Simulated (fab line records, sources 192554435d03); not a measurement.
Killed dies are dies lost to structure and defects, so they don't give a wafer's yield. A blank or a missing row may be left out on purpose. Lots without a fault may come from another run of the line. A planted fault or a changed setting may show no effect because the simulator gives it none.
A struck lot beside a sound one | flow n5_finfet | 40 steps out of a route of 1938
Sound: wafers L443.2, L443.3, L443.4. Struck: wafers L448.1, L448.4. (L448.2 of the same lot was not struck and is left out.) The cause comes at the end.
At each step with rows: each side's tool, then ch and its chambers, then its first start. Under that, the readings that differ: sound wafers | struck wafers | difference of the means | sigmas: that difference in standard deviations of wafers without a fault.
alike: readings whose means differ by less than 2 such deviations, and words and numbers that are the same on both sides. not compared: withheld readings, readings that some wafer has no value for, bounds like >300 that may hide the same value, and numbers for which the record gives no deviation and whose values overlap.
The two part at a step that has a row with sigmas, a row that says differs or no value, or rows on one side only. Numbers that don't overlap but have no deviation are shown without sigmas and don't part them. A reading that every wafer of one side lacks parts them only if that side has two wafers or more.

first, 9 steps without rows for these wafers: N5_BEOL_M4_ANNEAL_95 (time 240 s); N5_BEOL_M4_SPUTTER_96 (material Cu, target thk 4.5 nm, time 8.29 s); N5_BEOL_M4_ECD_50 (material Cu, target thk 300 nm); N5_BEOL_M4_ANNEAL_51 (time 90 s); N5_BEOL_M4_CMP_52 (polishes, stops on SiOC, t overpolish 6.8 s, target thk 40 nm); N5_BEOL_M4_PRE_CLEAN_60 (time 15 s); N5_BEOL_M4_CO_CAP_55 (material Co, precursor CCTBA/H2, target thk 2 nm, time 102.1 s); N5_BEOL_M4_PRE_CLEAN_56 (time 15 s); N5_BEOL_M4_DEP_57 (deposits SiCN from 3MS/NH3, target thk 8 nm, time 14 s).
N5_BEOL_M4_RC_MEAS_101:
  sound on prober-02 ch 0, day 10 10:49; struck on prober-02 ch 0, day 11 07:42
  alike: DIBL_N, DIBL_P, IOFF_N, IOFF_P, ION_N, ION_P, SS_N, SS_P, VT_N, VT_P
then, 24 steps without rows for these wafers: N5_BEOL_M5_ILD_DEP_00 (deposits SiCOH lowk from DEMS/porogen, target thk 140.64 nm, time 25.9 s); N5_BEOL_M5_CURE_79 (cures SiCOH lowk, time 240 s); N5_BEOL_M5_PECVD_70 (deposits SiO2 from TEOS/O2, target thk 16 nm, time 18 s); N5_BEOL_M5_HM_DEP_02 (deposits TiN, target thk 20 nm); N5_BEOL_M5_COAT_59 (time 60 s, resist thk 60 nm); N5_BEOL_M5_COAT_60 (time 60 s, resist thk 12 nm); N5_BEOL_M5_COAT_71 (time 60 s, resist thk 5 nm); N5_BEOL_M5_COAT_05 (resist thk 30 nm); N5_BEOL_M5_EBR_07; N5_BEOL_M5_SOFTBAKE_06 (time 60 s); N5_BEOL_M5_EXPOSE_08 (exposes mask M5, target cd 28 nm); N5_BEOL_M5_PEB_09 (peb time 60 s); N5_BEOL_M5_DEVELOP_10 (develop time 30 s); N5_BEOL_M5_DESCUM_16 (chemistry O2, time 7 s); N5_BEOL_M5_ETCH_72 (etches underlayer in N2/H2, target depth 6.5 nm, time 5.2 s); N5_BEOL_M5_ETCH_61 (etches SiARC in CF4, target depth 15.6 nm, time 26 s); N5_BEOL_M5_ETCH_62 (etches SOC in N2/H2, target depth 75 nm, overetch 15 nm, time 112.5 s); N5_BEOL_M5_STRIP_63 (strips in N2/H2); N5_BEOL_M5_STRIP_73 (strips in N2/H2); N5_BEOL_M5_STRIP_64 (strips in CF4); N5_BEOL_M5_HM_OPEN_17 (chemistry Cl2/BCl3, target TiN, target depth 20 nm, overetch 6 nm); N5_BEOL_M5_STRIP_19 (strips in O2); N5_BEOL_M5_COAT_65 (time 60 s, resist thk 60 nm); N5_BEOL_M5_COAT_66 (time 60 s, resist thk 12 nm).
-- the record jumps here: 2 days lie between the struck wafers' starts before and after (it left off in module BEOL_M5 and takes up again in module BEOL_M10, whose first step shown is number 1488 of the route) --
N5_BEOL_M10_ETCH_62: etches SOC in N2/H2, target depth 110 nm, overetch 22 nm, time 165 s.
  sound on rie_diel-04 ch 0,1,2, day 12 09:23; struck on rie_diel-04 ch 2,3, day 13 12:12
  reading                                     | sound             | struck      | difference | sigmas
  model.etch.depth_nm (nm)                    | 99.69 99.48 99.68 | 71.52 74.38 | -26.67     |
  model.SiARC_of_BEOL_M10_COAT_60.thk_nm (nm) | 23.6 23.4 23.4    | 26.4 26.2   | +2.8       |
  model.BEOL_M10.cd_offset_nm (nm)            | -0.2 0 0.2        | -1.2 -1.4   | -1.3       |
  alike: bias_w, drypump_motor_current_A, oes_product_au, rf_vpp_V, showerhead_plenum_p_Torr, throttle_valve_pct
  not compared: rf_hours_counter_h
N5_BEOL_M10_HM_OPEN_17: chemistry Cl2/BCl3, target TiN, target depth 20 nm, overetch 6 nm.
  sound on rie_metal-01 ch 0,1, day 12 09:35; struck on rie_metal-02 ch 0,1, day 13 12:23
  reading                          | sound             | struck      | difference | sigmas
  oes_product_au (a.u.)            | 0.63 0.65 0.64    | 0.25 0.33   | -0.35      | -6
  throttle_valve_pct (%)           | 21.98 22.00 22.14 | 23.11 22.60 | +0.82      | +4
  model.BEOL_M10.cd_offset_nm (nm) | -0.2 -0.2 0.4     | -1.2 -1.4   | -1.3       |
  alike: bias_w, drypump_motor_current_A
  not compared: rf_hours_counter_h
N5_BEOL_M10_CD_MEAS_18: pitch 140 nm, target cd 70 nm.
  sound on cd_sem-01, day 12 09:46; struck on cd_sem-02, day 13 12:35
  reading    | sound          | struck | difference                    | sigmas
  cd_nm (nm) | 69.6 69.7 70.3 | - -    | no value on the struck wafers |
N5_BEOL_M10_VIA_ETCH_34: etches SiCOH lowk in C4F6/O2, target depth 184.5 nm, time 69.2 s.
  sound on rie_diel-04 ch 1,2,3, day 12 11:42; struck on rie_diel-01 ch 0,2, day 13 15:05
  reading               | sound          | struck    | difference | sigmas
  oes_product_au (a.u.) | 0.70 0.70 0.85 | 0.30 0.29 | -0.46      | -6
  alike: C4F6_flow_sccm, bias_w, drypump_motor_current_A, rf_vpp_V, showerhead_plenum_p_Torr, throttle_valve_pct
  not compared: rf_hours_counter_h
N5_BEOL_M10_OCD_MEAS_38:
  sound on ocd-01, day 12 11:59; struck on ocd-02, day 13 15:22
  reading              | sound             | struck | difference                    | sigmas
  trench_depth_nm (nm) | 148.5 144.4 151.3 | - -    | no value on the struck wafers |
-- the record jumps here: 2 days lie between the struck wafers' starts before and after (it left off in module BEOL_M10 and takes up again in module PASSIVATION, whose first step shown is number 1936 of the route) --
N5_PASSIVATION_PROBE_49:
  the record has rows for the struck wafers here (prober-01, day 15 20:37) and none for the sound ones

WHERE THEY PART
First at N5_BEOL_M10_HM_OPEN_17; last, within this record, at N5_PASSIVATION_PROBE_49.

WHY: what the simulator had put in
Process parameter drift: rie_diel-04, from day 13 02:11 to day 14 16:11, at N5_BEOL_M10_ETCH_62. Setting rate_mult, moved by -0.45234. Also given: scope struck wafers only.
